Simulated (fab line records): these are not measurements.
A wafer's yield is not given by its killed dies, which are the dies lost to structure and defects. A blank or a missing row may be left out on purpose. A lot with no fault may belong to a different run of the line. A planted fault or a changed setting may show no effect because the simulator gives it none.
fab line records | flow nandHarc | part 2 of 2: steps 39 to 39 of 39
record lots=7 wafers=21 lastDay=24
route steps=1159 shown A_WL_FILL@831 A_CONTACT@840 END@1159
lots that met no fault: from a run of the same line without faults
startH: hours from the record's opening day to when the first of the lot's shown wafers began | waitH: hours from the lot's prior step to this one | " the same as in the row above | L1.1+2: a row that stands for several wafers | - either no value or no given start | * or withheld: withheld | < > ~ a bound
route shown NAME@n: a module of which the file shows steps, and the number in the route of the first | usual: mean/standard deviation of fault-free wafers | same: alike in all rows | chamber/n: place in a boat | sites: each site's reading | _std_site: their standard deviation | _edge_site: outer sites' mean less inner sites' | radiusMm: for every site, how far away it sits from the centre of the wafer | mask NAME#n: copy n | behind: the most recent tool/chamber to have shaped the wafer | hold: cause of the lot's hold/its duration in hours/its outcome | device: transistor that didn't switch, given as n, p or np | end of line: tests run on the same wafers once the route is complete | a step given without rows: its recipe and nothing more | killed: not the wafer's yield, but the dies lost to structure and defects at the first sort | map: shows each die of a wafer: x if killed, . if not, _ if none is there
set.NAME: the setting as run; set.NAME@STEP: as run at that earlier step | model.NAME: the simulator's own value behind a step, which no gauge read
a table for each step, a row for each wafer; lots at some steps of the route
services: when a tool's chamber went out of use (startH, in hours from the record's first day, below 0 if earlier), for how many hours, and the reason
## steps
# step NHARC_END_SORT_01
# recipe tempC=25
# usual killedAtArray=28/11 killedAtOther=0.6/0.85 killedAtPeriphery=2.8/2.3 killedDies=31/11 killedOpen=3.1/1.6 killedShort=2.0/1.4
# same grossDies=677
# columns lot.wafer tool chamber startH waitH hold killedAtArray killedAtOther killedAtPeriphery killedDies killedOpen killedShort
L625.3 prober-01 0 445.23 3.1 - 35 0 1 36 4 5
L625.5 prober-01 0 446.86 3.8 - 27 1 2 30 2 0
L625.6 prober-01 0 447.67 4.1 - 24 0 0 24 4 1
L629.2 prober-01 0 452.31 2.8 - 28 1 0 29 3 3
L629.3 prober-01 0 453.11 3.1 - 24 2 2 28 1 1
L629.6 prober-01 0 455.50 4.0 - 20 0 4 24 3 3
L634.3 prober-01 0 517.12 3.1 awaitDispo/5.2h/scrap 671 1 5 677 4 1
L634.4 prober-01 0 517.91 3.4 awaitDispo/5.2h/scrap 677 0 0 677 0 1
L634.6 prober-01 0 519.50 4.0 awaitDispo/5.2h/scrap 676 0 1 677 2 0
L637.4 prober-02 0 525.72 3.4 awaitDispo/2.2h/scrap 675 0 2 677 0 2
L637.5 prober-02 0 526.52 3.7 awaitDispo/2.2h/scrap 674 0 3 677 4 2
L637.6 prober-02 0 527.32 4.0 awaitDispo/2.2h/scrap 675 0 2 677 2 3
L638.1 prober-01 0 531.79 2.5 awaitDispo/2.7h/scrap 677 0 0 677 2 2
L638.4 prober-01 0 534.18 3.4 awaitDispo/2.7h/scrap 674 0 3 677 5 3
L638.5 prober-01 0 534.98 3.7 awaitDispo/2.7h/scrap 677 0 0 677 1 0
L647.2 prober-01 0 573.64 2.8 - 25 3 3 31 0 2
L647.3 prober-01 0 574.44 3.1 - 31 3 8 42 1 0
L647.5 prober-01 0 576.05 3.7 - 31 4 9 44 5 1
L646.2 prober-02 0 575.72 2.8 - 30 0 7 37 0 1
L646.3 prober-02 0 576.53 3.1 - 37 0 4 41 4 0
L646.5 prober-02 0 578.13 3.7 - 38 2 2 42 4 2
# killed by level:class
L625.3 A_SLIT:chamberFilmFlake=13 A_CHANNEL_FILL_D1:chamberFilmFlake=5 A_WL_FILL:geometricParticle:short=3 A_CHANNEL_HOLE_D1:chamberFilmFlake=3 A_CONTACT:geometricParticle:open=2 A_WL_FILL:chamberFilmFlake=2 A_CONTACT:chamberFilmFlake=2 A_M1:chamberFilmFlake=2
L625.5 A_SLIT:chamberFilmFlake=11 A_CHANNEL_FILL_D1:chamberFilmFlake=6 A_STAIRCASE:chamberFilmFlake=2 A_WL_FILL:chamberFilmFlake=2 A_CONTACT:chamberFilmFlake=2 A_M1:chamberFilmFlake=2 P_GATE:geometricParticle:open=1 A_M0:geometricParticle:open=1
L625.6 A_SLIT:chamberFilmFlake=8 A_CHANNEL_HOLE_D1:chamberFilmFlake=5 A_CHANNEL_FILL_D1:chamberFilmFlake=3 A_CONTACT:geometricParticle:open=2 A_WL_FILL:chamberFilmFlake=2 A_CHANNEL_HOLE_D1:geometricParticle:short=1 A_CHANNEL_FILL_D1:geometricParticle:open=1 A_M0:geometricParticle:open=1
L629.2 A_SLIT:chamberFilmFlake=10 A_BONDPAD:chamberFilmFlake=4 A_WL_FILL:chamberFilmFlake=3 A_WL_FILL:geometricParticle:short=2 A_CHANNEL_HOLE_D1:chamberFilmFlake=2 A_STAIRCASE:chamberFilmFlake=2 A_CHANNEL_FILL_D1:geometricParticle:open=1 A_CHANNEL_FILL_D1:geometricParticle:short=1
L629.3 A_SLIT:chamberFilmFlake=12 A_CHANNEL_HOLE_D1:chamberFilmFlake=3 A_CONTACT:chamberFilmFlake=2 A_BONDPAD:chamberFilmFlake=2 THIN_TSV:chamberFilmFlake=2 A_CHANNEL_HOLE_D1:geometricParticle:short=1 A_BLC:geometricParticle:open=1 P_ZERO_WELL:chamberFilmFlake=1
L629.6 A_SLIT:chamberFilmFlake=9 A_BONDPAD:chamberFilmFlake=3 A_WL_FILL:geometricParticle:short=2 P_GATE:geometricParticle:open=1 P_CONTACT:geometricParticle:short=1 A_ONON_D1:geometricParticle:open=1 A_WL_FILL:geometricParticle:open=1 P_ZERO_WELL:chamberFilmFlake=1
L634.3 A_CONTACT:areaDep=654 P_M2:chamberFilmFlake=4 A_STAIRCASE:chamberFilmFlake=4 A_CHANNEL_HOLE_D1:chamberFilmFlake=3 A_WL_FILL:geometricParticle:open=2 A_CONTACT:chamberFilmFlake=2 P_M0:geometricParticle:open=1 A_CHANNEL_FILL_D1:geometricParticle:short=1
L634.4 A_CONTACT:areaDep=661 A_STAIRCASE:chamberFilmFlake=7 A_CONTACT:chamberFilmFlake=5 A_CHANNEL_HOLE_D1:chamberFilmFlake=2 A_WL_FILL:geometricParticle:short=1 A_ZERO_WELL:chamberFilmFlake=1
L634.6 A_CONTACT:areaDep=662 A_STAIRCASE:chamberFilmFlake=4 A_ZERO_WELL:chamberFilmFlake=3 A_CHANNEL_HOLE_D1:chamberFilmFlake=3 A_BONDPAD:chamberFilmFlake=2 P_CONTACT:geometricParticle:open=1 A_CHANNEL_FILL_D1:geometricParticle:open=1 A_CHANNEL_FILL_D1:chamberFilmFlake=1
L637.4 A_CONTACT:areaDep=643 A_CHANNEL_HOLE_D1:chamberFilmFlake=16 A_SLIT:chamberFilmFlake=9 A_STAIRCASE:chamberFilmFlake=4 A_ONON_D1:geometricParticle:short=2 P_ZERO_WELL:chamberFilmFlake=1 P_BONDPAD:chamberFilmFlake=1 A_M1:chamberFilmFlake=1
L637.5 A_CONTACT:areaDep=640 A_CHANNEL_HOLE_D1:chamberFilmFlake=13 A_SLIT:chamberFilmFlake=13 A_CONTACT:chamberFilmFlake=2 P_M1:geometricParticle:short=1 P_M2:geometricParticle:open=1 A_ONON_D1:geometricParticle:short=1 A_SGD_CUT:geometricParticle:open=1
L637.6 A_CONTACT:areaDep=636 A_SLIT:chamberFilmFlake=17 A_CHANNEL_HOLE_D1:chamberFilmFlake=16 P_CONTACT:geometricParticle:short=1 A_SOURCE_PLATE:geometricParticle:short=1 A_CHANNEL_FILL_D1:geometricParticle:short=1 A_CONTACT:geometricParticle:open=1 A_M1:geometricParticle:open=1
L638.1 A_CONTACT:areaDep=647 A_CHANNEL_HOLE_D1:chamberFilmFlake=18 A_STAIRCASE:chamberFilmFlake=5 A_CONTACT:chamberFilmFlake=2 A_SOURCE_PLATE:geometricParticle:open=1 A_SOURCE_PLATE:geometricParticle:short=1 A_M0:geometricParticle:open=1 A_M1:geometricParticle:short=1
L638.4 A_CONTACT:areaDep=656 A_CHANNEL_HOLE_D1:chamberFilmFlake=9 A_CONTACT:geometricParticle:open=3 A_STAIRCASE:chamberFilmFlake=2 A_CONTACT:chamberFilmFlake=2 P_GATE:geometricParticle:open=1 P_GATE:geometricParticle:short=1 P_M0:geometricParticle:short=1
L638.5 A_CONTACT:areaDep=644 A_CHANNEL_HOLE_D1:chamberFilmFlake=17 A_STAIRCASE:chamberFilmFlake=11 A_CONTACT:chamberFilmFlake=4 A_CONTACT:geometricParticle:open=1
L647.2 A_SLIT:chamberFilmFlake=18 THIN_TSV:chamberFilmFlake=3 A_WL_FILL:geometricParticle:short=1 A_M1:geometricParticle:short=1 P_STI:chamberFilmFlake=1 P_GATE:chamberFilmFlake=1 P_BONDPAD:chamberFilmFlake=1 A_CHANNEL_HOLE_D1:unspecified=1
L647.3 A_SLIT:chamberFilmFlake=18 P_STI:chamberFilmFlake=6 A_CHANNEL_HOLE_D1:unspecified=3 A_CONTACT:chamberFilmFlake=3 THIN_TSV:chamberFilmFlake=3 A_CHANNEL_HOLE_D1:chamberFilmFlake=2 A_CHANNEL_FILL_D1:chamberFilmFlake=2 A_BLC:geometricParticle:open=1
L646.2 A_SLIT:chamberFilmFlake=16 A_CHANNEL_HOLE_D1:chamberFilmFlake=4 P_STI:chamberFilmFlake=3 A_CONTACT:chamberFilmFlake=3 P_GATE:chamberFilmFlake=2 A_STAIRCASE:chamberFilmFlake=2 A_WL_FILL:chamberFilmFlake=2 A_BONDPAD:chamberFilmFlake=2
L647.5 A_SLIT:chamberFilmFlake=13 P_STI:chamberFilmFlake=8 A_CONTACT:chamberFilmFlake=5 THIN_TSV:chamberFilmFlake=4 A_CHANNEL_FILL_D1:chamberFilmFlake=3 A_CONTACT:geometricParticle:open=2 A_CHANNEL_HOLE_D1:unspecified=2 A_ONON_D1:geometricParticle:open=1
L646.3 A_SLIT:chamberFilmFlake=21 A_CHANNEL_HOLE_D1:chamberFilmFlake=7 A_CONTACT:chamberFilmFlake=4 A_CONTACT:geometricParticle:open=2 P_STI:chamberFilmFlake=2 A_BONDPAD:chamberFilmFlake=2 P_CONTACT:geometricParticle:open=1 A_ONON_D1:geometricParticle:open=1
L646.5 A_SLIT:chamberFilmFlake=26 A_CHANNEL_HOLE_D1:chamberFilmFlake=4 A_BONDPAD:chamberFilmFlake=3 A_CONTACT:chamberFilmFlake=2 P_STI:geometricParticle:short=1 P_CONTACT:geometricParticle:open=1 A_CHANNEL_FILL_D1:geometricParticle:open=1 A_CHANNEL_FILL_D1:geometricParticle:short=1
# map L634.3 (x killed, . not)
____________x____________
_________xxxxxxx_________
_______xxxxxxxxxxx_______
______xxxxxxxxxxxxx______
_____xxxxxxxxxxxxxxx_____
____xxxxxxxxxxxxxxxxx____
____xxxxxxxxxxxxxxxxx____
___xxxxxxxxxxxxxxxxxxx___
___xxxxxxxxxxxxxxxxxxx___
__xxxxxxxxxxxxxxxxxxxxx__
__xxxxxxxxxxxxxxxxxxxxx__
_xxxxxxxxxxxxxxxxxxxxxxx_
_xxxxxxxxxxxxxxxxxxxxxxx_
_xxxxxxxxxxxxxxxxxxxxxxx_
_xxxxxxxxxxxxxxxxxxxxxxx_
_xxxxxxxxxxxxxxxxxxxxxxx_
xxxxxxxxxxxxxxxxxxxxxxxxx
xxxxxxxxxxxxxxxxxxxxxxxxx
xxxxxxxxxxxxxxxxxxxxxxxxx
xxxxxxxxxxxxxxxxxxxxxxxxx
xxxxxxxxxxxxxxxxxxxxxxxxx
_xxxxxxxxxxxxxxxxxxxxxxx_
_xxxxxxxxxxxxxxxxxxxxxxx_
_xxxxxxxxxxxxxxxxxxxxxxx_
_xxxxxxxxxxxxxxxxxxxxxxx_
_xxxxxxxxxxxxxxxxxxxxxxx_
__xxxxxxxxxxxxxxxxxxxxx__
__xxxxxxxxxxxxxxxxxxxxx__
___xxxxxxxxxxxxxxxxxxx___
___xxxxxxxxxxxxxxxxxxx___
____xxxxxxxxxxxxxxxxx____
____xxxxxxxxxxxxxxxxx____
_____xxxxxxxxxxxxxxx_____
______xxxxxxxxxxxxx______
_______xxxxxxxxxxx_______
_________xxxxxxx_________
____________x____________
# map L637.4 (x killed, . not)
____________x____________
_________xxxxxxx_________
_______xxxxxxxxxxx_______
______xxxxxxxxxxxxx______
_____xxxxxxxxxxxxxxx_____
____xxxxxxxxxxxxxxxxx____
____xxxxxxxxxxxxxxxxx____
___xxxxxxxxxxxxxxxxxxx___
___xxxxxxxxxxxxxxxxxxx___
__xxxxxxxxxxxxxxxxxxxxx__
__xxxxxxxxxxxxxxxxxxxxx__
_xxxxxxxxxxxxxxxxxxxxxxx_
_xxxxxxxxxxxxxxxxxxxxxxx_
_xxxxxxxxxxxxxxxxxxxxxxx_
_xxxxxxxxxxxxxxxxxxxxxxx_
_xxxxxxxxxxxxxxxxxxxxxxx_
xxxxxxxxxxxxxxxxxxxxxxxxx
xxxxxxxxxxxxxxxxxxxxxxxxx
xxxxxxxxxxxxxxxxxxxxxxxxx
xxxxxxxxxxxxxxxxxxxxxxxxx
xxxxxxxxxxxxxxxxxxxxxxxxx
_xxxxxxxxxxxxxxxxxxxxxxx_
_xxxxxxxxxxxxxxxxxxxxxxx_
_xxxxxxxxxxxxxxxxxxxxxxx_
_xxxxxxxxxxxxxxxxxxxxxxx_
_xxxxxxxxxxxxxxxxxxxxxxx_
__xxxxxxxxxxxxxxxxxxxxx__
__xxxxxxxxxxxxxxxxxxxxx__
___xxxxxxxxxxxxxxxxxxx___
___xxxxxxxxxxxxxxxxxxx___
____xxxxxxxxxxxxxxxxx____
____xxxxxxxxxxxxxxxxx____
_____xxxxxxxxxxxxxxx_____
______xxxxxxxxxxxxx______
_______xxxxxxxxxxx_______
_________xxxxxxx_________
____________x____________
## services
# columns tool chamber startH hours kind
rieDiel-01 2 340.21 7.5 repair
rieDiel-07 - 350.15 0.6 repair
aclDep-02 - 350.23 13.0 pm
rieDiel-07 0 359.87 - clean
rieDiel-07 1 359.87 - clean
rieDiel-07 2 359.87 - clean
rieDiel-07 3 359.87 - clean
pecvd-04 - 376.00 13.0 pm
pecvd-04 0 376.00 13.0 ventCycle
pecvd-04 1 376.00 13.0 ventCycle
pecvd-04 2 376.00 13.0 ventCycle
rieDiel-07 3 381.67 14.3 repair
pecvd-04 0 389.00 - clean
pecvd-04 1 389.00 - clean
pecvd-04 2 389.00 - clean
aclDep-03 - 404.42 13.0 pm
rieDiel-07 - 405.20 9.0 pm
pecvd-02 - 405.67 0.5 repair
pecvd-03 0 425.95 13.7 repair
pecvd-03 - 464.41 2.5 repair
pecvd-03 - 473.55 13.0 pm
rieDiel-01 - 492.38 9.0 pm
pecvd-04 0 497.82 17.5 repair
pecvd-03 - 499.83 0.5 repair
## key
firstSign step=NHARC_END_SORT_01 reading=killedAtArray direction=up sigmas=57 usual=28 struck=675
effect step=NHARC_END_SORT_01 reading=killedDies direction=up sigmas=56 usual=31 struck=677
moreKillsBornAt NHARC_A_CONTACT_DEP_29@pecvd-04=5843
metAt NHARC_A_CONTACT_DEP_29
struckWafers L634.3,L634.4,L634.6,L637.4,L637.5,L637.6,L638.1,L638.4,L638.5
laterRowsLeftOut L634.3,L634.4,L634.6,L637.4,L637.5,L637.6,L638.1,L638.4,L638.5
testerLeftOut L634,L637,L638
onsetBetween 368.66 449.56
fault kind=processParameterDrift tool=pecvd-04 chamber=- onsetH=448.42 steps=NHARC_A_CONTACT_DEP_29 channel=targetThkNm offset=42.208 shape=step endH=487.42 actsIn=theseRecipesOnly stated=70
# testerLeftOut: of these lots the tester's yield and bins aren't shown, on N5 and GAA mostly nor the transistor test; their killed dies are dies lost to structure and defects alone, not to doping, threshold or leakage, so they don't give the yield
# laterRowsLeftOut: the simulator's readings of these wafers behind a module that went badly wrong aren't trusted and aren't shown, but for the sort
